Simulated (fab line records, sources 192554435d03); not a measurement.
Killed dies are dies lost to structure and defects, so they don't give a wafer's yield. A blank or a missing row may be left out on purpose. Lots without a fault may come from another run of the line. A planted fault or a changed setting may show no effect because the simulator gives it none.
Which tool did it? | flow n5_finfet | 10 lots, 30 wafers sampled, at 5 steps of a route of 1938

WHAT THE GAUGES READ, wafer by wafer
N5_PASSIVATION_INSPECT_67: inspects for defects (macro). Usual: raw_defect_count 2.2, standard deviation 1.5.
lot  | measured     | on                | raw_defect_count | flag
L838 | day 12 16:22 | defect_inspect-01 | 1 2 5            |
L839 | day 12 16:40 | defect_inspect-02 | 3 2 3            |
L840 | day 12 21:41 | defect_inspect-01 | 0 2 1            |
L841 | day 13 04:00 | defect_inspect-01 | 3 2 4            |
L845 | day 14 05:17 | defect_inspect-01 | 3 2 1            |
L852 | day 15 22:29 | defect_inspect-01 | >300 2 1         |
L853 | day 15 23:00 | defect_inspect-01 | 1 >300 0         |
L855 | day 16 10:56 | defect_inspect-01 | 4 6 3            |
L856 | day 16 20:27 | defect_inspect-01 | 1 2 2            |
L857 | day 16 23:29 | defect_inspect-01 | 2 0 4            |

WHICH TOOL RAN EACH LOT (tool, then ch and the chambers of the sampled wafers, then the start)
lot  | N5_PASSIVATION_STRIP_14            | N5_PASSIVATION_PRE_CLEAN_19  | N5_PASSIVATION_AL_ETCH_33         | N5_PASSIVATION_PECVD_35
L838 | rie_diel-05 ch 0,1,2, day 12 13:22 | pvd_sputter-02, day 12 13:43 | rie_metal-03 ch 0,1, day 12 14:37 | pecvd-04 ch 0,1,2, day 12 15:45
L839 | rie_diel-03 ch 1,2, day 12 13:25   | pvd_sputter-02, day 12 14:08 | rie_metal-01 ch 0,1, day 12 15:02 | pecvd-04 ch 0,2, day 12 16:10
L840 | rie_diel-03 ch 1,2,3, day 12 18:42 | pvd_sputter-02, day 12 19:15 | rie_metal-03 ch 0,1, day 12 20:12 | pecvd-02 ch 1,2, day 12 21:12
L841 | rie_diel-03 ch 0,2,3, day 13 00:31 | pvd_sputter-01, day 13 01:02 | rie_metal-02 ch 0,1, day 13 01:51 | pecvd-01 ch 0,2, day 13 03:23
L845 | rie_diel-03 ch 0,1,3, day 14 01:08 | pvd_sputter-03, day 14 02:44 | rie_metal-02 ch 0,1, day 14 03:32 | pecvd-04 ch 0,1,2, day 14 04:40
L852 | rie_diel-04 ch 1,2,3, day 15 19:39 | pvd_sputter-03, day 15 19:55 | rie_metal-02 ch 0,1, day 15 20:43 | pecvd-04 ch 0,2, day 15 21:52
L853 | rie_diel-05 ch 0,2,3, day 15 19:58 | pvd_sputter-01, day 15 20:19 | rie_metal-03 ch 0,1, day 15 21:14 | pecvd-04 ch 0,1,2, day 15 22:23
L855 | rie_diel-03 ch 0,3, day 16 07:44   | pvd_sputter-03, day 16 08:19 | rie_metal-03 ch 0,1, day 16 09:27 | pecvd-02 ch 0,1,2, day 16 10:30
L856 | rie_diel-04 ch 0,1, day 16 16:46   | pvd_sputter-03, day 16 17:01 | rie_metal-03 ch 0, day 16 17:48   | pecvd-01 ch 0,1, day 16 19:50
L857 | rie_diel-05 ch 0,1,2, day 16 20:19 | pvd_sputter-01, day 16 20:53 | rie_metal-02 ch 0,1, day 16 21:42 | pecvd-01 ch 0,1,2, day 16 22:52
- N5_PASSIVATION_STRIP_14: strips in O2.
- N5_PASSIVATION_PRE_CLEAN_19
- N5_PASSIVATION_AL_ETCH_33: etches Al in Cl2/BCl3, stops on TaN, target depth 2800 nm, time 466.7 s.
- N5_PASSIVATION_PECVD_35: deposits SiNx from SiH4/NH3/N2, target thk 700 nm, time 151.3 s.

WHAT THE TOOLS THEMSELVES READ (means of the sampled wafers that have a number; where no wafer has one, the mark that the record gives instead)
N5_PASSIVATION_STRIP_14. Usual: drypump_motor_current_A 5.8 A, standard deviation 0.4; oes_product_au 0.80 a.u., standard deviation 0.069; rf_vpp_V 3.8 V, standard deviation 0.88; showerhead_plenum_p_Torr 2.10 Torr, standard deviation 0.082; throttle_valve_pct 16.69 %, standard deviation 0.22.
lot  | tool        | drypump_motor_current_A (A) | oes_product_au (a.u.) | rf_vpp_V (V) | showerhead_plenum_p_Torr (Torr) | throttle_valve_pct (%) | flag
L838 | rie_diel-05 | 5.7                         | 0.82                  | 4.0          | 2.15                            | 16.66                  |
L839 | rie_diel-03 | 6.1                         | 0.75                  | 3.7          | 2.03                            | 16.67                  |
L840 | rie_diel-03 | 6.1                         | 0.80                  | 3.7          | 2.11                            | 16.67                  |
L841 | rie_diel-03 | 5.9                         | 0.81                  | 3.5          | 2.14                            | 16.67                  |
L845 | rie_diel-03 | 5.8                         | 0.75                  | 2.9          | 2.10                            | 16.81                  |
L852 | rie_diel-04 | 5.4                         | 0.74                  | 4.0          | 2.06                            | 16.74                  |
L853 | rie_diel-05 | 5.7                         | 0.83                  | 4.3          | 2.09                            | 16.64                  |
L855 | rie_diel-03 | 5.6                         | 0.75                  | 2.9          | 2.12                            | 16.87                  |
L856 | rie_diel-04 | 5.7                         | 0.77                  | 3.7          | 2.04                            | 16.91                  |
L857 | rie_diel-05 | 5.7                         | 0.79                  | 4.0          | 2.13                            | 16.74                  |

N5_PASSIVATION_PRE_CLEAN_19. Usual: heater_power_w 420 W, standard deviation 48.
lot  | tool           | heater_power_w (W) | flag
L838 | pvd_sputter-02 | 440                |
L839 | pvd_sputter-02 | 455                |
L840 | pvd_sputter-02 | 439                |
L841 | pvd_sputter-01 | 408                |
L845 | pvd_sputter-03 | 409                |
L852 | pvd_sputter-03 | 408                |
L853 | pvd_sputter-01 | 436                |
L855 | pvd_sputter-03 | 377                |
L856 | pvd_sputter-03 | 416                |
L857 | pvd_sputter-01 | 383                |

N5_PASSIVATION_AL_ETCH_33. Usual: bias_w 100.0 W, standard deviation 0.31; drypump_motor_current_A 5.8 A, standard deviation 0.45; oes_product_au 0.67 a.u., standard deviation 0.069; throttle_valve_pct 34.11 %, standard deviation 0.2.
lot  | tool         | bias_w (W) | drypump_motor_current_A (A) | oes_product_au (a.u.) | throttle_valve_pct (%) | flag
L838 | rie_metal-03 | 100.0      | 5.5                         | 0.64                  | 34.32                  |
L839 | rie_metal-01 | 99.9       | 6.4                         | 0.64                  | 33.85                  |
L840 | rie_metal-03 | 100.2      | 5.5                         | 0.64                  | 34.33                  |
L841 | rie_metal-02 | 100.2      | 5.7                         | 0.68                  | 34.14                  |
L845 | rie_metal-02 | 99.9       | 5.5                         | 0.73                  | 34.10                  |
L852 | rie_metal-02 | 100.1      | 5.7                         | 0.67                  | 34.15                  |
L853 | rie_metal-03 | 100.0      | 5.5                         | 0.62                  | 34.35                  |
L855 | rie_metal-03 | 100.3      | 5.5                         | 0.63                  | 34.31                  |
L856 | rie_metal-03 | 99.7       | 5.4                         | 0.62                  | 34.40                  |
L857 | rie_metal-02 | 99.9       | 5.5                         | 0.71                  | 34.14                  |

N5_PASSIVATION_PECVD_35. Usual: heater_power_outer_w 175 W, standard deviation 82; heater_power_w 372 W, standard deviation 110; showerhead_plenum_p_Torr 8.65 Torr, standard deviation 0.068; showerhead_vpp_V 2296 V, standard deviation 71; throttle_valve_pct 28.3 %, standard deviation 0.9.
lot  | tool     | heater_power_outer_w (W) | heater_power_w (W) | showerhead_plenum_p_Torr (Torr) | showerhead_vpp_V (V) | throttle_valve_pct (%) | flag
L838 | pecvd-04 | 167                      | 372                | 8.63                            | 2274                 | 28.0                   |
L839 | pecvd-04 | 153                      | 341                | 8.64                            | 2234                 | 28.2                   |
L840 | pecvd-02 | 106                      | 271                | 8.64                            | 2333                 | 28.5                   |
L841 | pecvd-01 | 150                      | 317                | 8.61                            | 2354                 | 28.3                   |
L845 | pecvd-04 | 169                      | 376                | 8.62                            | 2284                 | 27.8                   |
L852 | pecvd-04 | 252                      | 478                | 8.62                            | 2262                 | 27.9                   |
L853 | pecvd-04 | 178                      | 385                | 8.64                            | 2258                 | 27.8                   |
L855 | pecvd-02 | 164                      | 339                | 8.63                            | 2404                 | 29.5                   |
L856 | pecvd-01 | 139                      | 296                | 8.75                            | 2328                 | 29.3                   |
L857 | pecvd-01 | 122                      | 278                | 8.67                            | 2347                 | 28.9                   |

THE ANSWER, worked out from the rows above alone
Rule: a lot is off if the mean of its wafers that have a number lies more than 3 standard deviations from the usual mean. A lot without any number at a reading at which 4 lots or more have one is off too. The other lots that the step has rows for count as sound. The gauges are gone through in route order, then the tools' own readings, and for those a lot's mean is taken as printed above. The first step at which some lot is off is used, and at that step the reading that is off furthest; a lot without a number counts as furthest.
No lot is off at any reading shown: from this, nothing can be told.

WHAT THE SIMULATOR HAD PUT IN
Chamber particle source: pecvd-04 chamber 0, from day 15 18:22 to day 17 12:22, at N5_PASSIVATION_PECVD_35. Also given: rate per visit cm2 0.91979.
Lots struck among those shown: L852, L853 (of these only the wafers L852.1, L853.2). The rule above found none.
